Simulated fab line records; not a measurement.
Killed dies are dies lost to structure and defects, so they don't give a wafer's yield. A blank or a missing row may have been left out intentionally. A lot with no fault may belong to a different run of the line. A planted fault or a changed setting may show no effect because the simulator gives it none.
fab line records	flow n5Finfet
[record] lots = 6	wafers = 18	lastDay = 17
route steps=1938 shown BEOL_M0_SAQP@693 BEOL_M0_CUTY@701 BEOL_M4@1111
lots that met no fault: from a run of the same line without faults
startH: hours from the record's opening day to when the first of the lot's shown wafers began	waitH: time in hours since the lot's previous step	" identical to the entry in the row above	L1.1+2: a single row standing in for several wafers	- no value, or no start was given	* or withheld: withheld	< > ~ a bound
route shown NAME@n: a module of which the file shows steps, and the number in the route of the first	usual: mean/standard deviation taken from wafers without a fault	same: alike in all rows	chamber/n: place in a boat	sites: each site's reading	_std_site: their standard deviation	_edge_site: outer sites' mean less inner sites'	radiusMm: for every site, how far away it sits from the centre of the wafer	mask NAME#n: copy n	behind: the tool/chamber that last shaped the wafer	hold: reason for holding the lot/hours on hold/outcome of the hold	device: transistor that didn't switch, given as n, p or np	end of line: the tests these same wafers got at the end of their route	a step without rows: its recipe alone	killed: count of dies lost to structure and defects at first sort (not the wafer's yield)	map: dies across one wafer; x = killed, . = not, _ = none there
set.NAME: the setting as run; set.NAME@STEP: as run at that earlier step	model.NAME: the simulator's own value behind a step, which no gauge read
lots seen at some steps along the route; tables by step, rows by wafer
services: when a tool's chamber went out of use (startH, in hours from the record's first day, below 0 if earlier), for how many hours, and the reason
[[steps]]
[step N5_BEOL_M0_SAQP_ETCH_88]
[recipe] chemistry = N2/H2	target = underlayer	targetDepthA = 65	timeS = 5.2	ionEnergyEv = 200	maskMaterial = CAR-EUV	pressureMtorr = 30	sourceW = 840	biasW = 150	n2FlowSccm = 200	h2FlowSccm = 200	ends = cleared
[usual] drypumpMotorCurrentA = 5.9/0.48	etchRfOnTimeS = 5.30/0.2	oesProductAu = 0.67/0.082	rfVppV = 524.2/2.3	showerheadPlenumPTorr = 2.56/0.07	throttleValvePct = 17.8/0.33
lot.wafer	tool	chamber	startH	waitH	drypumpMotorCurrentA	etchRfOnTimeS	oesProductAu	rfHoursCounterH	rfVppV	showerheadPlenumPTorr	throttleValvePct
L214.1	rieDiel-03	2	115.93	0.0	6.6	5.47	0.57	244	525.9	2.58	17.8
L214.3	"	0	"	"	6.2	5.03	0.59	237	525.3	2.51	17.9
L214.6	"	3	"	"	5.7	5.56	0.59	-	527.4	2.63	18.1
L221.1	rieDiel-03	1	157.07	0.0	5.7	5.14	0.65	167	519.0	2.40	17.8
L221.2	"	2	"	"	6.6	5.40	0.82	2	525.3	2.58	17.3
L221.5	"	3	"	"	5.7	5.62	0.57	-	525.9	2.63	18.1
L222.1	rieDiel-06	1	158.25	0.0	5.5	5.01	0.84	2	521.1	2.51	17.7
L222.4	"	3	"	"	5.4	5.35	0.76	29	528.9	2.69	17.4
L222.6	"	0	"	"	6.0	5.11	0.72	-	523.7	2.59	18.0
L225.2	rieDiel-02	3	179.91	0.0	5.3	5.20	0.71	51	522.5	2.48	17.5
L225.3	"	1	"	"	6.7	5.27	0.69	92	523.4	2.56	17.6
L225.6	"	0	"	"	6.3	5.36	0.57	-	526.2	2.60	17.5
L232.1	rieDiel-06	0	226.25	0.0	6.0	5.02	0.70	94	523.2	2.58	18.0
L232.3	"	1	"	"	5.5	4.92	0.79	24	523.1	2.50	17.7
L232.5	"	0	"	"	6.1	5.02	0.70	-	523.8	2.58	18.0
L237.1	rieDiel-03	3	252.82	0.0	5.7	5.61	0.56	238	527.0	2.61	18.1
L237.2	"	1	"	"	5.7	5.19	0.62	197	520.4	2.39	17.9
L237.4	"	2	"	"	6.6	5.39	0.75	33	525.2	2.57	17.3
[step N5_BEOL_M0_SAQP_ETCH_73]
[recipe] chemistry = CF4	target = SiARC	targetDepthA = 195	maskMaterial = CAR-EUV	timeS = 32.5	ionEnergyEv = 80	pressureMtorr = 40	sourceW = 545	biasW = 36	Ar_flow_sccm = 100	cf4FlowSccm = 100	ends = cleared
[usual] drypumpMotorCurrentA = 5.9/0.47	etchRfOnTimeS = 33.0/1.2	oesProductAu = 0.68/0.082	rfVppV = 184.1/1.1	showerheadPlenumPTorr = 2.16/0.058	throttleValvePct = 15.60/0.27
lot.wafer	tool	chamber	startH	waitH	drypumpMotorCurrentA	etchRfOnTimeS	oesProductAu	rfHoursCounterH	rfVppV	showerheadPlenumPTorr	throttleValvePct
L214.1	rieDiel-03	2	115.95	0.0	6.6	34.1	0.57	244	184.7	2.19	15.84
L214.3	"	0	"	"	6.2	32.5	0.59	237	186.0	2.09	15.46
L214.6	"	3	"	"	5.7	34.5	0.59	-	184.2	2.22	15.81
L221.1	rieDiel-03	1	157.08	0.0	5.7	31.8	0.65	167	183.3	2.07	15.98
L221.2	"	2	"	"	6.6	33.2	0.83	2	185.5	2.19	15.34
L221.5	"	3	"	"	5.7	34.1	0.58	-	184.9	2.21	15.88
L222.1	rieDiel-06	1	158.27	0.0	5.5	31.0	0.85	2	184.4	2.11	15.34
L222.4	"	3	"	"	5.4	33.2	0.76	29	185.8	2.26	15.29
L222.6	"	0	"	"	6.1	31.2	0.73	-	185.4	2.18	15.75
L225.2	rieDiel-02	3	179.92	0.0	5.2	32.5	0.73	51	183.5	2.09	15.41
L225.3	"	1	"	"	6.6	34.0	0.67	92	183.2	2.16	15.41
L225.6	"	0	"	"	6.2	33.6	0.57	-	185.7	2.23	15.56
L232.1	rieDiel-06	0	226.27	0.0	6.0	30.9	0.70	94	183.9	2.17	15.81
L232.3	"	1	"	"	5.5	30.7	0.80	24	184.1	2.10	15.39
L232.5	"	0	"	"	6.0	30.8	0.71	-	184.1	2.17	15.82
L237.1	rieDiel-03	3	252.84	0.0	5.7	34.6	0.56	238	184.0	2.20	15.91
L237.2	"	1	"	"	5.7	32.3	0.62	197	183.2	2.06	16.05
L237.4	"	2	"	"	6.6	33.4	0.76	33	184.7	2.18	15.39
[step N5_BEOL_M0_SAQP_CUT_ETCH_46]
[recipe] chemistry = N2/H2	target = SOC	targetDepthA = 1350	overetchA = 270	tempC = 40	timeS = 202.5	ionEnergyEv = 200	maskMaterial = SiARC	pressureMtorr = 30	sourceW = 840	biasW = 150	n2FlowSccm = 200	h2FlowSccm = 200
[usual] drypumpMotorCurrentA = 5.9/0.48	rfVppV = 524.2/2.2	showerheadPlenumPTorr = 2.56/0.07	throttleValvePct = 17.7/0.33
lot.wafer	tool	chamber	startH	waitH	drypumpMotorCurrentA	rfHoursCounterH	rfVppV	showerheadPlenumPTorr	throttleValvePct
L214.1	rieDiel-03	2	115.98	0.0	6.6	244	524.3	2.58	17.8
L214.3	"	0	"	"	6.2	237	522.9	2.51	17.9
L214.6	"	3	"	"	5.7	-	525.8	2.63	18.0
L221.1	rieDiel-03	1	157.12	0.0	5.7	167	519.9	2.40	17.8
L221.2	"	2	"	"	6.6	2	525.7	2.58	17.3
L221.5	"	3	"	"	5.7	-	525.9	2.63	18.0
L222.1	rieDiel-06	1	158.30	0.0	5.5	2	521.5	2.51	17.7
L222.4	"	3	"	"	5.4	29	529.0	2.69	17.4
L222.6	"	0	"	"	6.0	-	523.1	2.59	18.0
L225.2	rieDiel-02	3	179.95	0.0	5.2	51	522.0	2.48	17.5
L225.3	"	1	"	"	6.6	92	526.0	2.56	17.5
L225.6	"	0	"	"	6.3	-	525.1	2.60	17.4
L232.1	rieDiel-06	0	226.30	0.0	6.1	94	522.6	2.58	18.0
L232.3	"	1	"	"	5.5	24	521.7	2.50	17.7
L232.5	"	0	"	"	6.1	-	524.7	2.58	18.0
L237.1	rieDiel-03	3	252.87	0.0	5.7	238	525.3	2.61	18.1
L237.2	"	1	"	"	5.6	197	519.3	2.39	17.8
L237.4	"	2	"	"	6.6	33	525.9	2.57	17.3
[step N5_BEOL_M0_SAQP_STRIP_74]
[recipe] chemistry = N2/H2	tempC = 40	n2FlowSccm = 200	h2FlowSccm = 200	rfFrequencyHz = 6e+07
[step N5_BEOL_M0_SAQP_STRIP_89]
[recipe] chemistry = N2/H2	tempC = 40	n2FlowSccm = 200	h2FlowSccm = 200	rfFrequencyHz = 6e+07
[step N5_BEOL_M0_SAQP_ALD_48]
[recipe] material = SiO2	targetThkA = 200	tempC = 100	aldPrecursorFamily = BDEAS	aldCoReactant = O2-plasma	pulseTimeS = 1	coReactantPulseTimeS = 1	purgeTimeS = 2	coReactantPurgeTimeS = 2	aldCycles = 139	pressureTorr = 2
[step N5_BEOL_M0_SAQP_ETCH_49]
[recipe] chemistry = CF4/O2	targetDepthA = 370	target = SiO2	pressureMtorr = 40	sourceW = 535	biasW = 49	Ar_flow_sccm = 100	cf4FlowSccm = 100	O2_flow_sccm = 10	ionEnergyEv = 100
[usual] drypumpMotorCurrentA = 5.9/0.47	oes_ar_750_au = 0.80/0.092	oesProductAu = 0.82/0.096	rfVppV = 245/7.9	showerheadPlenumPTorr = 2.22/0.057	throttleValvePct = 15.83/0.28
lot.wafer	tool	chamber	startH	waitH	drypumpMotorCurrentA	oes_ar_750_au	oesProductAu	rfHoursCounterH	rfVppV	showerheadPlenumPTorr	throttleValvePct
L214.1	rieDiel-02	3	117.62	0.3	5.2	0.88	0.89	31	232	2.16	15.61
L214.3	"	1	"	"	6.6	0.80	0.83	73	262	2.23	15.61
L214.6	"	2	"	"	6.1	0.69	0.70	-	246	2.18	16.23
L221.1	rieDiel-06	0	157.84	0.3	6.1	0.84	0.84	73	237	2.24	16.02
L221.2	"	1	"	"	5.5	0.97	1.00	2	244	2.17	15.56
L221.5	"	0	"	"	6.1	0.84	0.84	-	236	2.24	16.01
L222.1	rieDiel-02	2	159.06	0.3	6.1	0.69	0.69	246	246	2.18	16.28
L222.4	"	1	"	"	6.6	0.79	0.81	84	259	2.23	15.63
L222.6	"	2	"	"	6.1	0.69	0.69	-	247	2.18	16.25
L225.2	rieDiel-03	0	180.77	0.4	6.2	0.98	0.99	3	249	2.14	15.20
L225.3	"	1	"	"	5.7	0.73	0.76	175	237	2.12	16.23
L225.6	"	2	"	"	6.6	0.91	0.96	-	251	2.25	15.57
L232.1	rieDiel-03	1	227.09	0.3	5.7	0.71	0.75	190	236	2.12	16.27
L232.3	"	0	"	"	6.2	0.94	0.93	17	250	2.14	15.23
L232.5	"	2	"	"	6.6	0.87	0.93	-	250	2.25	15.63
L237.1	rieDiel-06	3	253.60	0.3	5.4	0.82	0.87	57	246	2.32	15.56
L237.2	"	1	"	"	5.5	0.89	0.92	30	244	2.16	15.63
L237.4	"	2	"	"	5.4	0.71	0.73	183	253	2.20	16.26
[step N5_BEOL_M0_SAQP_STRIP_75]
[recipe] chemistry = CF4	resist = SiARC	powerW = 300	biasPowerW = 75	pressureMtorr = 50	cf4FlowSccm = 150	rfFrequencyHz = 6e+07
[usual] drypumpMotorCurrentA = 5.9/0.48	oesProductAu = 0.188/0.02	rfVppV = 271.3/1.3	showerheadPlenumPTorr = 1.81/0.044	throttleValvePct = 13.6/0.3
lot.wafer	tool	chamber	startH	waitH	drypumpMotorCurrentA	oesProductAu	rfHoursCounterH	rfVppV	showerheadPlenumPTorr	throttleValvePct
L214.1	rieDiel-02	3	117.72	0.1	5.3	0.205	31	271.2	1.77	13.3
L214.3	"	1	"	"	6.6	0.191	73	272.7	1.82	13.4
L214.6	"	2	"	"	6.1	0.167	-	269.2	1.77	14.0
L221.1	rieDiel-06	0	157.94	0.1	6.0	0.188	73	271.6	1.82	13.7
L221.2	"	1	"	"	5.5	0.214	2	271.1	1.77	13.3
L221.5	"	0	"	"	6.0	0.192	-	272.0	1.82	13.7
L222.1	rieDiel-02	2	159.16	0.1	6.1	0.160	246	271.4	1.77	14.0
L222.4	"	1	"	"	6.7	0.194	84	272.2	1.82	13.4
L222.6	"	2	"	"	6.1	0.159	-	271.5	1.77	14.0
L225.2	rieDiel-03	0	180.87	0.1	6.2	0.222	3	268.8	1.74	12.9
L225.3	"	1	"	"	5.7	0.175	175	269.6	1.74	14.0
L225.6	"	2	"	"	6.6	0.215	-	272.0	1.83	13.3
L232.1	rieDiel-03	1	227.19	0.1	5.7	0.168	190	269.3	1.74	14.1
L232.3	"	0	"	"	6.2	0.214	17	271.7	1.73	13.0
L232.5	"	2	"	"	6.6	0.209	-	272.1	1.82	13.3
L237.1	rieDiel-06	3	253.70	0.1	5.4	0.193	57	272.9	1.88	13.3
L237.2	"	1	"	"	5.5	0.199	30	270.0	1.76	13.3
L237.4	"	2	"	"	5.3	0.174	183	271.1	1.81	14.1
[step N5_BEOL_M0_CUTY_COAT_50]
[recipe] resist = SiARC	tempC = 220	timeS = 60	spinRpm = 1500	resistThkNm = 15
[step N5_BEOL_M0_CUTY_COAT_51]
[recipe] resist = CAR-ArF-block	spinRpm = 1500	resistThkNm = 150
[step N5_BEOL_M0_CUTY_EBR_52]
[recipe] solvent = PGMEA	ebrWidthMm = 1.5
[step N5_BEOL_M0_CUTY_SOFTBAKE_53]
[recipe] tempC = 110	timeS = 60	resist = CAR-ArF-block
[step N5_BEOL_M0_CUTY_EXPOSE_54]
[recipe] maskId = M0_ABLK	na = 1.35	sourceShape = conventional	sigmaOuter = 0.8	polarization = unpolarized	doseMj = 36
lot.wafer	tool	chamber	startH	waitH	mask	model.BEOL_M0_CUTY.overlayXNm
L214.1+3+6	arfiScanner-02	0	117.86	-	M0_ABLK#0	0.2
L221.1+2+5	arfiScanner-02	0	158.21	-	M0_ABLK#0	9.6
L222.1+4+6	arfiScanner-03	0	159.42	-	M0_ABLK#0	-0.6
L225.2+3+6	arfiScanner-02	0	181.14	-	M0_ABLK#0	9.6
L232.1+3+5	arfiScanner-01	0	227.46	-	M0_ABLK#0	-0.6
L237.1+2+4	arfiScanner-03	0	253.84	-	M0_ABLK#0	0.2
[step N5_BEOL_M0_CUTY_PEB_55]
[recipe] pebTempC = 110	pebTimeS = 60	resist = CAR-ArF-block
[step N5_BEOL_M0_CUTY_DEVELOP_56]
[recipe] developTimeS = 30	developer = TMAH	resist = CAR-ArF-block	rinseLiquid = diw	dry = airSpin	devTempC = 23
[step N5_BEOL_M0_CUTY_CD_MEAS_57]
[recipe] targetCdNm = 200	landingEnergyEv = 500	detector = seInlens	polarity = line
[usual] cdNm = 199.8/0.95
lot.wafer	tool	chamber	startH	waitH	cdNm
L214.1	cdSem-01	0	117.98	-	200.8
L214.3	"	0	"	"	200.9
L214.6	"	0	"	"	202.0
L221.1	cdSem-03	0	158.34	-	199.3
L221.2	"	0	"	"	199.5
L221.5	"	0	"	"	199.6
L222.1	cdSem-02	0	159.55	-	198.6
L222.4	"	0	"	"	198.6
L222.6	"	0	"	"	198.7
L225.2	cdSem-03	0	181.26	-	201.2
L225.3	"	0	"	"	201.0
L225.6	"	0	"	"	200.3
L232.1	cdSem-01	0	227.58	-	199.6
L232.3	"	0	"	"	199.5
L232.5	"	0	"	"	199.4
L237.1	cdSem-02	0	253.96	-	199.6
L237.2	"	0	"	"	199.6
L237.4	"	0	"	"	198.7
[step N5_BEOL_M0_CUTY_OVL_MEAS_58]
[recipe] pointsPerWafer = 44
[usual] M0_ABLK_OVL = 0.0/0.85
lot.wafer	tool	chamber	startH	waitH	M0_ABLK_OVL[nm]
L214.1	overlay-01	0	118.01	0.0	-0.5
L214.3	"	0	"	"	-0.2
L214.6	"	0	"	"	0.1
L221.1	overlay-02	0	158.37	0.0	9.1
L221.2	"	0	"	"	9.5
L221.5	"	0	"	"	9.9
L222.1	overlay-01	0	159.58	0.0	-1.0
L222.4	"	0	"	"	-1.0
L222.6	"	0	"	"	-0.7
L225.2	overlay-01	0	181.29	0.0	9.6
L225.3	"	0	"	"	9.5
L225.6	"	0	"	"	9.1
L232.1	overlay-02	0	227.61	0.0	0.0
L232.3	"	0	"	"	0.1
L232.5	"	0	"	"	-0.9
L237.1	overlay-02	0	253.99	0.0	-0.3
L237.2	"	0	"	"	0.2
L237.4	"	0	"	"	-0.3
[step N5_BEOL_M0_CUTY_INSPECT_59]
[recipe] mode = adi	inspectInstrument = macro
[usual] rawDefectCount = 2.1/1.3
lot.wafer	tool	chamber	startH	waitH	rawDefectCount
L214.1	defectInspect-01	-	118.04	0.0	2
L214.3	"	-	"	"	2
L214.6	"	-	"	"	2
L221.1	defectInspect-02	-	158.39	0.0	1
L221.2	"	-	"	"	0
L221.5	"	-	"	"	0
L222.1	defectInspect-01	-	159.60	0.0	2
L222.4	"	-	"	"	1
L222.6	"	-	"	"	3
L225.2	defectInspect-02	-	181.32	0.0	3
L225.3	"	-	"	"	3
L225.6	"	-	"	"	1
L232.1	defectInspect-02	-	227.64	0.0	4
L232.3	"	-	"	"	4
L232.5	"	-	"	"	0
L237.1	defectInspect-01	-	254.02	0.0	3
L237.2	"	-	"	"	4
L237.4	"	-	"	"	1
[step N5_BEOL_M4_RC_MEAS_101]
[usual] DIBL_N = 36.1/2	DIBL_P = 36.3/2.4	IOFF_N = 0.15/0.035	IOFF_P = 0.21/0.039	ION_N = 672/15	ION_P = 463/9.7	SS_N = 71.5/0.7	SS_P = 73.2/0.75	VT_N = 251/3.6	VT_P = -250/3.8
lot.wafer	tool	chamber	startH	waitH	DIBL_N[mV/V]	DIBL_P[mV/V]	IOFF_N[nA/um]	IOFF_P[nA/um]	ION_N[uA/um]	ION_P[uA/um]	SS_N[mV/dec]	SS_P[mV/dec]	VT_N[mV]	VT_P[mV]
L214.1	prober-01	0	174.26	0.0	35.5	35.3	0.14	0.20	668	469	70.8	72.7	252	-247
L214.3	"	0	"	"	37.1	36.5	0.15	0.21	655	457	72.1	73.5	255	-249
L214.6	"	0	"	"	34.0	33.5	0.11	0.18	651	456	70.9	72.8	257	-251
L221.1	prober-01	0	214.21	0.5	38.2	39.3	0.22	0.26	686	465	72.3	73.7	244	-246
L221.2	"	0	"	"	33.8	33.7	0.13	0.19	679	464	71.3	72.3	251	-248
L221.5	"	0	"	"	34.5	35.1	0.15	0.20	671	459	71.5	73.7	248	-248
L222.1	prober-02	0	214.54	0.2	34.1	33.7	0.12	0.15	684	466	70.5	72.0	253	-255
L222.4	"	0	"	"	37.8	37.5	0.16	0.19	674	456	72.5	73.3	252	-255
L222.6	"	0	"	"	37.2	37.5	0.16	0.19	692	467	71.8	73.2	250	-254
L225.2	prober-02	0	239.99	0.2	37.9	37.6	0.18	0.25	661	452	72.7	73.6	249	-248
L225.3	"	0	"	"	34.5	34.4	0.14	0.20	670	468	71.2	72.3	249	-249
L225.6	"	0	"	"	34.5	34.2	0.14	0.19	656	449	71.5	72.7	252	-251
L232.1	prober-02	0	284.39	0.0	36.1	35.6	0.13	0.18	652	458	71.1	73.5	256	-253
L232.3	"	0	"	"	39.0	39.6	0.20	0.26	683	470	71.3	74.1	247	-252
L232.5	"	0	"	"	38.8	40.2	0.18	0.25	683	464	72.2	74.4	250	-250
L237.1	prober-02	0	306.59	0.0	37.4	37.0	0.18	0.25	682	466	71.8	73.7	247	-246
L237.2	"	0	"	"	34.5	33.2	0.13	0.19	672	467	70.8	72.8	253	-248
L237.4	"	0	"	"	35.6	34.8	0.14	0.21	681	475	71.1	73.0	249	-248
[[services]]
tool	chamber	startH	hours	kind
arfiScanner-03	-	95.07	0.8	pm
arfiScanner-02	-	108.59	4.8	pm
arfiScanner-01	-	132.00	0.8	pm
rieDiel-03	2	135.89	-	clean
rieDiel-03	2	135.89	-	consumableReplace:focusRing
rieDiel-03	2	135.89	17.7	scheduledDown
rieDiel-03	2	135.89	17.7	ventCycle
arfiScanner-01	-	137.26	5.0	pm
arfiScanner-01	-	142.29	1.3	pm
rieDiel-02	-	142.37	0.3	repair
arfiScanner-03	-	149.74	1.0	pm
rieDiel-03	0	154.19	-	clean
rieDiel-03	0	154.19	-	consumableReplace:focusRing
rieDiel-03	0	154.19	17.6	scheduledDown
arfiScanner-02	-	156.59	1.1	repair
arfiScanner-02	-	169.17	1.3	pm
arfiScanner-02	-	175.93	4.9	pm
arfiScanner-03	-	190.58	1.0	pm
arfiScanner-02	-	192.35	1.0	pm
arfiScanner-02	-	196.54	0.8	pm
arfiScanner-03	-	212.52	1.3	pm
arfiScanner-02	-	212.78	5.0	repair
arfiScanner-01	-	228.44	1.0	pm
arfiScanner-02	-	229.49	0.8	pm
[[key]]
[firstSign] step = N5_BEOL_M0_CUTY_OVL_MEAS_58	reading = M0_ABLK_OVL	direction = up	sigmas = 11	usual = 0.0	struck = 9.4
effect none on later readings
[modelEffect] step = N5_BEOL_M0_CUTY_EXPOSE_54	value = BEOL_M0_CUTY.overlayXNm	without = -0.2	struck = 9.6
metAt N5_BEOL_M0_CUTY_EXPOSE_54
struckWafers L221.1,L221.2,L221.5,L225.2,L225.3,L225.6
onsetBetween 117.86 158.21
[fault] kind = scannerMatchingOverlay	tool = arfiScanner-02	chamber = -	onsetH = 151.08	steps = N5_BEOL_M0_CUTY_EXPOSE_54	offset = 9.7008
